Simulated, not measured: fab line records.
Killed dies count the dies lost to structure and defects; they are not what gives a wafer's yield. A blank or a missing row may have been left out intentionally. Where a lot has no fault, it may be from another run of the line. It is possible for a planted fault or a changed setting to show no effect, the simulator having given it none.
fab line records | flow n5-finfet
record lots=10 | wafers=30 | last-day=18
route steps=1938 shown BEOL_M15@1818 TV_LITHO@1885 TV_OPEN@1888 PASSIVATION@1908
lots untouched by any fault: they come from a run of this same line in which no faults occurred
start-h: start of the lot's first displayed wafer, in hours after the record's first day | wait-h: how many hours have passed since the lot's step before this one | " the same as in the row above | L1.1+2: several wafers, shown together as one row | - no value, or no start was given | * or withheld: withheld | < > ~ a bound
route shown NAME@n: NAME is a module with steps in the file, n the number in the route of the first one | usual: mean and standard deviation over wafers with no fault | same: alike in all rows | chamber/n: place in a boat | sites: the reading at each site | _std_site: the standard deviation of these | _edge_site: inner sites' mean taken away from outer sites' mean | radius-mm: how far each site lies from the wafer's centre | mask NAME#n: copy n | behind: the most recent tool/chamber to have shaped the wafer | hold: why the lot went on hold/how many hours it stayed there/how the hold came to an end | device: whichever transistor did not switch (one of n, p or np) | end of line: the tests these same wafers got at the end of their route | a step with no rows: only its recipe | killed: count of dies lost to structure and defects at first sort (not the wafer's yield) | map: the dies of a wafer, with x for killed, . for not killed, _ for no die there
set.NAME: the setting that was run; set.NAME@STEP: the one run at that earlier step | model.NAME: the simulator's own value behind a step, which no gauge read
one table for each step of the route and one row for each wafer, over a sample of lots
services: when a tool's chamber went out of use (start-h, in hours from the record's first day, below 0 if earlier), for how many hours, and the reason
## steps
# step N5_BEOL_M15_PRE_CLEAN_42
# recipe gas=H2/He | time-s=30 | temp-c=300
# usual heater-power-w=474/40
# same time-s=30
lot.wafer | tool           | chamber | start-h | wait-h | heater-power-w
L644.1    | pvd-sputter-02 | -       | 247.40  | 0.0    | 476
L644.4    | "              | -       | "       | "      | 498
L644.6    | "              | -       | "       | "      | 519
L647.1    | pvd-sputter-03 | -       | 279.09  | 0.0    | 421
L647.4    | "              | -       | "       | "      | 481
L647.6    | "              | -       | "       | "      | 488
L646.3    | pvd-sputter-02 | -       | 279.14  | 0.0    | 523
L646.4    | "              | -       | "       | "      | 471
L646.6    | "              | -       | "       | "      | 466
L649.2    | pvd-sputter-03 | -       | 286.18  | 0.0    | 496
L649.4    | "              | -       | "       | "      | 477
L649.6    | "              | -       | "       | "      | 481
L651.1    | pvd-sputter-03 | -       | 304.87  | 0.0    | 489
L651.3    | "              | -       | "       | "      | 434
L651.6    | "              | -       | "       | "      | 431
L652.1    | pvd-sputter-02 | -       | 314.99  | 0.0    | 461
L652.2    | "              | -       | "       | "      | 472
L652.5    | "              | -       | "       | "      | 473
L660.2    | pvd-sputter-03 | -       | 377.28  | 0.0    | 486
L660.4    | "              | -       | "       | "      | 428
L660.6    | "              | -       | "       | "      | 485
L662.1    | pvd-sputter-02 | -       | 383.75  | 0.0    | 488
L662.2    | "              | -       | "       | "      | 525
L662.3    | "              | -       | "       | "      | 462
L664.2    | pvd-sputter-01 | -       | 400.74  | 0.0    | 339
L664.3    | "              | -       | "       | "      | 439
L664.5    | "              | -       | "       | "      | 437
L665.2    | pvd-sputter-02 | -       | 401.80  | 0.0    | 512
L665.4    | "              | -       | "       | "      | 452
L665.5    | "              | -       | "       | "      | 518
# step N5_PASSIVATION_INSPECT_61
# recipe mode=adi | inspect-instrument=macro
# usual raw-defect-count=2.1/1.4
lot.wafer | tool              | chamber | start-h | wait-h | raw-defect-count
L644.1    | defect-inspect-01 | -       | 256.29  | 0.0    | 3
L644.4    | "                 | -       | "       | "      | 2
L644.6    | "                 | -       | "       | "      | 3
L647.1    | defect-inspect-01 | -       | 286.03  | 0.0    | 1
L647.4    | "                 | -       | "       | "      | 2
L647.6    | "                 | -       | "       | "      | 5
L646.3    | defect-inspect-02 | -       | 287.93  | 0.0    | 1
L646.4    | "                 | -       | "       | "      | 1
L646.6    | "                 | -       | "       | "      | 2
L649.2    | defect-inspect-02 | -       | 295.97  | 0.0    | 1
L649.4    | "                 | -       | "       | "      | 0
L649.6    | "                 | -       | "       | "      | 0
L651.1    | defect-inspect-02 | -       | 312.83  | 0.0    | 0
L651.3    | "                 | -       | "       | "      | 4
L651.6    | "                 | -       | "       | "      | 1
L652.1    | defect-inspect-02 | -       | 322.39  | 0.0    | 2
L652.2    | "                 | -       | "       | "      | 2
L652.5    | "                 | -       | "       | "      | 3
L660.2    | defect-inspect-01 | -       | 386.16  | 0.0    | 1
L660.4    | "                 | -       | "       | "      | 1
L660.6    | "                 | -       | "       | "      | 3
L662.1    | defect-inspect-01 | -       | 393.24  | 0.0    | 2
L662.2    | "                 | -       | "       | "      | 1
L662.3    | "                 | -       | "       | "      | 1
L665.2    | defect-inspect-02 | -       | 413.35  | 0.0    | 4
L665.4    | "                 | -       | "       | "      | 2
L665.5    | "                 | -       | "       | "      | 5
L664.2    | defect-inspect-02 | -       | 413.51  | 0.0    | 3
L664.3    | "                 | -       | "       | "      | 1
L664.5    | "                 | -       | "       | "      | 2
# step N5_PASSIVATION_VIA_ETCH_13
# recipe chemistry=CHF3/O2 | target=SiO2 | target-depth-a=6600 | CHF3_flow_sccm=50 | O2_flow_sccm=5 | Ar_flow_sccm=200 | time-s=330 | mask-material=PR | pressure-mtorr=30 | source-w=650 | bias-w=170 | ion-energy-ev=200 | ends=cleared
# usual CHF3_flow_sccm=50.01/0.13 | drypump-motor-current-A=5.9/0.46 | etch-rf-on-time-s=235/6.1 | oes_f_703_au=0.77/0.09 | oes_o_777_au=0.77/0.089 | oes-product-au=0.70/0.086 | rf-fwd-power-W=647.6/1.8 | rf-vpp-V=521/16 | showerhead-plenum-p-Torr=2.40/0.096 | throttle-valve-pct=18.99/0.25
lot.wafer | tool        | chamber | start-h | wait-h | CHF3_flow_sccm | drypump-motor-current-A | etch-rf-on-time-s | oes_f_703_au | oes_o_777_au | oes-product-au | rf-fwd-power-W | rf-hours-counter-h | rf-vpp-V | showerhead-plenum-p-Torr | throttle-valve-pct
L644.1    | rie-diel-01 | 0       | 256.48  | 0.0    | 50.07          | 5.5                     | 236               | 0.69         | 0.70         | 0.61           | 646.9          | 246                | 510      | 2.38                     | 19.21
L644.4    | "           | 1       | "       | "      | 49.93          | 5.5                     | 233               | 0.90         | 0.88         | 0.82           | 648.0          | 20                 | 517      | 2.47                     | 18.96
L644.6    | "           | 2       | "       | "      | 50.30          | 5.4                     | 235               | 0.71         | 0.72         | 0.64           | 646.2          | -                  | 532      | 2.49                     | 19.05
L647.1    | rie-diel-06 | 0       | 286.22  | 0.0    | 50.01          | 6.5                     | 226               | 0.76         | 0.75         | 0.66           | 645.3          | 216                | 502      | 2.29                     | 18.65
L647.4    | "           | 2       | "       | "      | 50.09          | 5.6                     | 220               | 0.91         | 0.90         | 0.85           | 646.7          | 17                 | 528      | 2.37                     | 19.13
L647.6    | "           | 1       | "       | "      | 49.89          | 6.5                     | 233               | 0.79         | 0.79         | 0.75           | 647.9          | -                  | 527      | 2.55                     | 18.88
L646.3    | rie-diel-06 | 0       | 288.14  | 0.0    | 50.08          | 6.5                     | 229               | 0.76         | 0.75         | 0.66           | 647.1          | 217                | 503      | 2.29                     | 18.63
L646.4    | "           | 2       | "       | "      | 50.04          | 5.7                     | 227               | 0.91         | 0.91         | 0.84           | 647.9          | 17                 | 527      | 2.37                     | 19.16
L646.6    | "           | 3       | "       | "      | 49.95          | 5.9                     | 234               | 0.77         | 0.74         | 0.68           | 648.4          | -                  | 496      | 2.23                     | 18.69
L649.2    | rie-diel-06 | 1       | 296.22  | 0.0    | 50.21          | 6.5                     | 224               | 0.79         | 0.79         | 0.75           | 649.8          | 66                 | 527      | 2.55                     | 18.89
L649.4    | "           | 2       | "       | "      | 49.99          | 5.6                     | 217               | 0.90         | 0.90         | 0.84           | 648.9          | 19                 | 527      | 2.37                     | 19.13
L649.6    | "           | 1       | "       | "      | 49.97          | 6.5                     | 229               | 0.80         | 0.80         | 0.75           | 645.1          | -                  | 529      | 2.55                     | 18.89
L651.1    | rie-diel-03 | 2       | 313.17  | 0.0    | 49.92          | 6.2                     | 242               | 0.62         | 0.61         | 0.60           | 650.5          | 240                | 563      | 2.47                     | 19.15
L651.3    | "           | 1       | "       | "      | 49.92          | 6.8                     | 237               | 0.71         | 0.70         | 0.60           | 649.6          | 237                | 514      | 2.29                     | 19.29
L651.6    | "           | 3       | "       | "      | 49.95          | 5.8                     | 235               | 0.77         | 0.76         | 0.67           | 650.2          | -                  | 516      | 2.33                     | 18.68
L652.1    | rie-diel-01 | 3       | 322.60  | 0.0    | 50.00          | 5.4                     | 235               | 0.73         | 0.72         | 0.66           | 647.5          | 182                | 517      | 2.40                     | 19.30
L652.2    | "           | 1       | "       | "      | 50.07          | 5.5                     | 228               | 0.87         | 0.84         | 0.79           | 648.3          | 41                 | 516      | 2.46                     | 19.01
L652.5    | "           | 0       | "       | "      | 50.02          | 5.5                     | 239               | 0.96         | 0.97         | 0.86           | 646.5          | -                  | 510      | 2.38                     | 18.82
L660.2    | rie-diel-01 | 3       | 386.41  | 0.0    | 50.01          | 5.4                     | 220               | 0.90         | 0.82         | 0.67           | 801.7          | 200                | 466      | 2.39                     | 19.32
L660.4    | "           | 0       | "       | "      | 50.04          | 5.5                     | 216               | 1.13         | 1.03         | 0.85           | 805.3          | -                  | 459      | 2.37                     | 18.85
L660.6    | "           | 1       | "       | "      | 49.85          | 5.5                     | 218               | 1.06         | 0.92         | 0.79           | 805.0          | -                  | 465      | 2.46                     | 19.04
L662.1    | rie-diel-01 | 3       | 393.78  | 0.1    | 49.95          | 5.4                     | 216               | 0.90         | 0.82         | 0.66           | 801.4          | 204                | 466      | 2.39                     | 19.32
L662.2    | "           | 0       | "       | "      | 49.96          | 5.5                     | 213               | 1.12         | 1.03         | 0.85           | 807.5          | 27                 | 460      | 2.37                     | 18.87
L662.3    | "           | 3       | "       | "      | 49.95          | 5.4                     | 219               | 0.90         | 0.81         | 0.66           | 805.7          | -                  | 466      | 2.39                     | 19.31
L665.2    | rie-diel-06 | 0       | 413.69  | 0.0    | 50.05          | 6.6                     | 231               | 1.01         | 1.00         | 0.89           | 648.2          | 2                  | 511      | 2.57                     | 18.24
L665.4    | "           | 3       | "       | "      | 50.17          | 5.8                     | 238               | 0.74         | 0.72         | 0.64           | 646.3          | 198                | 496      | 2.22                     | 18.75
L665.5    | "           | 3       | "       | "      | 50.09          | 5.8                     | 237               | 0.74         | 0.71         | 0.65           | 648.1          | -                  | 498      | 2.22                     | 18.76
L664.2    | rie-diel-03 | 3       | 413.97  | 0.0    | 50.19          | 5.8                     | 231               | 0.74         | 0.73         | 0.65           | 648.8          | 184                | 515      | 2.32                     | 18.73
L664.3    | "           | 0       | "       | "      | 50.13          | 5.7                     | 234               | 0.69         | 0.70         | 0.63           | 644.7          | 229                | 535      | 2.47                     | 19.35
L664.5    | "           | 3       | "       | "      | 50.01          | 5.8                     | 230               | 0.74         | 0.73         | 0.65           | 646.0          | -                  | 515      | 2.32                     | 18.74
# step N5_PASSIVATION_DESCUM_32
# recipe chemistry=O2 | time-s=7.9 | source-power-w=50 | bias-power-w=20 | pressure-mtorr=20 | rf-frequency-hz=2.712e+07 | temp-c=40 | o2-flow-sccm=225
# usual drypump-motor-current-A=5.7/0.38 | oes-product-au=0.83/0.076 | rf-vpp-V=243.1/1.6 | showerhead-plenum-p-Torr=2.08/0.098 | throttle-valve-pct=20.23/0.19
# same time-s=7.9
lot.wafer | tool        | chamber | start-h | wait-h | drypump-motor-current-A | oes-product-au | rf-hours-counter-h | rf-vpp-V | showerhead-plenum-p-Torr | throttle-valve-pct
L644.1    | rie-diel-05 | 1       | 258.39  | 0.0    | 6.2                     | 0.74           | 186                | 245.0    | 2.16                     | 20.50
L644.4    | "           | 0       | "       | "      | 5.1                     | 0.90           | 37                 | 244.2    | 2.13                     | 19.88
L644.6    | "           | 0       | "       | "      | 5.1                     | 0.89           | -                  | 244.4    | 2.13                     | 19.87
L647.1    | rie-diel-05 | 3       | 287.72  | 0.0    | 5.6                     | 0.86           | 53                 | 243.0    | 2.01                     | 20.31
L647.4    | "           | 1       | "       | "      | 6.1                     | 0.72           | 195                | 243.9    | 2.15                     | 20.51
L647.6    | "           | 2       | "       | "      | 5.5                     | 0.73           | -                  | 241.9    | 1.89                     | 20.32
L646.3    | rie-diel-04 | 3       | 290.18  | 0.3    | 6.1                     | 0.86           | 56                 | 242.3    | 2.03                     | 20.02
L646.4    | "           | 1       | "       | "      | 5.5                     | 0.67           | 242                | 244.1    | 2.16                     | 20.34
L646.6    | "           | 3       | "       | "      | 6.1                     | 0.85           | -                  | 243.0    | 2.03                     | 20.04
L649.2    | rie-diel-04 | 1       | 298.42  | 1.0    | 5.5                     | 0.66           | 246                | 244.4    | 2.16                     | 20.35
L649.4    | "           | 0       | "       | "      | 5.6                     | 0.82           | 100                | 244.9    | 2.21                     | 20.55
L649.6    | "           | 0       | "       | "      | 5.6                     | 0.82           | -                  | 244.3    | 2.21                     | 20.55
L651.1    | rie-diel-02 | 2       | 315.02  | 0.0    | 5.6                     | 0.87           | 37                 | 241.5    | 2.03                     | 20.19
L651.3    | "           | 3       | "       | "      | 6.6                     | 1.01           | 0                  | 241.1    | 2.06                     | 19.94
L651.6    | "           | 0       | "       | "      | 6.1                     | 0.92           | -                  | 246.3    | 2.25                     | 20.09
L652.1    | rie-diel-02 | 1       | 324.06  | 0.0    | 5.9                     | 0.83           | 70                 | 245.2    | 2.16                     | 20.38
L652.2    | "           | 3       | "       | "      | 6.5                     | 0.98           | 3                  | 242.0    | 2.06                     | 19.96
L652.5    | "           | 1       | "       | "      | 5.9                     | 0.82           | -                  | 242.1    | 2.16                     | 20.39
L660.2    | rie-diel-05 | 2       | 388.44  | 0.4    | 5.4                     | 0.70           | 238                | 239.7    | 1.88                     | 20.35
L660.4    | "           | 3       | "       | "      | 5.5                     | 0.82           | -                  | 242.5    | 2.00                     | 20.38
L660.6    | "           | 2       | "       | "      | 5.4                     | 0.70           | -                  | 240.2    | 1.88                     | 20.34
L662.1    | rie-diel-02 | 1       | 395.57  | 0.1    | 5.9                     | 0.79           | 94                 | 242.8    | 2.15                     | 20.42
L662.2    | "           | 0       | "       | "      | 6.1                     | 0.87           | 39                 | 246.0    | 2.24                     | 20.11
L662.3    | "           | 2       | "       | "      | 5.6                     | 0.82           | 64                 | 244.2    | 2.02                     | 20.23
L665.2    | rie-diel-05 | 2       | 415.14  | 0.0    | 5.5                     | 0.69           | 250                | 240.7    | 1.88                     | 20.39
L665.4    | "           | 0       | "       | "      | 5.1                     | 0.83           | -                  | 242.9    | 2.12                     | 19.95
L665.5    | "           | 3       | "       | "      | 5.5                     | 0.81           | -                  | 243.3    | 1.99                     | 20.40
L664.2    | rie-diel-02 | 3       | 415.41  | 0.0    | 6.5                     | 0.89           | 34                 | 243.6    | 2.05                     | 20.00
L664.3    | "           | 2       | "       | "      | 5.6                     | 0.82           | 70                 | 242.0    | 2.02                     | 20.25
L664.5    | "           | 0       | "       | "      | 6.1                     | 0.86           | -                  | 244.7    | 2.24                     | 20.12
## services
tool           | chamber | start-h | hours | kind
rie-diel-02    | 3       | 230.91  | 5.1   | repair
rie-diel-01    | 0       | 267.70  | -     | clean
rie-diel-01    | 0       | 267.70  | -     | consumable-replace:focus-ring
rie-diel-01    | 0       | 267.70  | 39.1  | scheduled-down
rie-diel-01    | 0       | 267.70  | 39.1  | vent-cycle
rie-diel-02    | 0       | 277.44  | -     | clean
rie-diel-02    | 0       | 277.44  | -     | consumable-replace:focus-ring
rie-diel-02    | 0       | 277.44  | -     | consumable-replace:showerhead
rie-diel-02    | 0       | 277.44  | 14.1  | scheduled-down
rie-diel-02    | 0       | 277.44  | 14.1  | vent-cycle
rie-diel-05    | -       | 291.28  | 14.6  | pm
rie-diel-01    | 1       | 293.98  | 4.3   | repair
rie-diel-02    | 3       | 294.33  | -     | clean
rie-diel-02    | 3       | 294.33  | -     | consumable-replace:focus-ring
rie-diel-03    | -       | 297.78  | 2.8   | pm
rie-diel-04    | 3       | 317.19  | 18.4  | repair
rie-diel-02    | 2       | 328.01  | 2.4   | repair
rie-diel-01    | -       | 333.66  | 2.8   | pm
rie-diel-04    | 3       | 352.07  | 12.2  | repair
rie-diel-06    | 2       | 371.77  | 13.6  | repair
rie-diel-01    | 1       | 388.45  | 10.8  | repair
pvd-sputter-03 | -       | 394.19  | 6.1   | repair
pvd-sputter-01 | -       | 401.18  | 5.6   | repair
rie-diel-04    | 2       | 402.76  | 9.1   | repair
## key
first-sign step=N5_PASSIVATION_VIA_ETCH_13 | reading=rf-fwd-power-W | direction=up | sigmas=89 | usual=* | struck=*
effect step=N5_PASSIVATION_VIA_ETCH_13 | reading=rf-vpp-V | direction=down | sigmas=3.6 | usual=521 | struck=464
met-at N5_PASSIVATION_VIA_ETCH_13
struck-lots L660,L662
not-acting-at N5_BEOL_M15_PRE_CLEAN_42,N5_PASSIVATION_INSPECT_61,N5_PASSIVATION_DESCUM_32
onset-between 322.60 386.41
fault kind=process-parameter-drift | tool=rie-diel-01 | chamber=- | onset-h=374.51 | steps=N5_PASSIVATION_VIA_ETCH_13 | channel=source-w | offset=156 | shape=step | end-h=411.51 | acts-in=these-recipes-only | stated=650
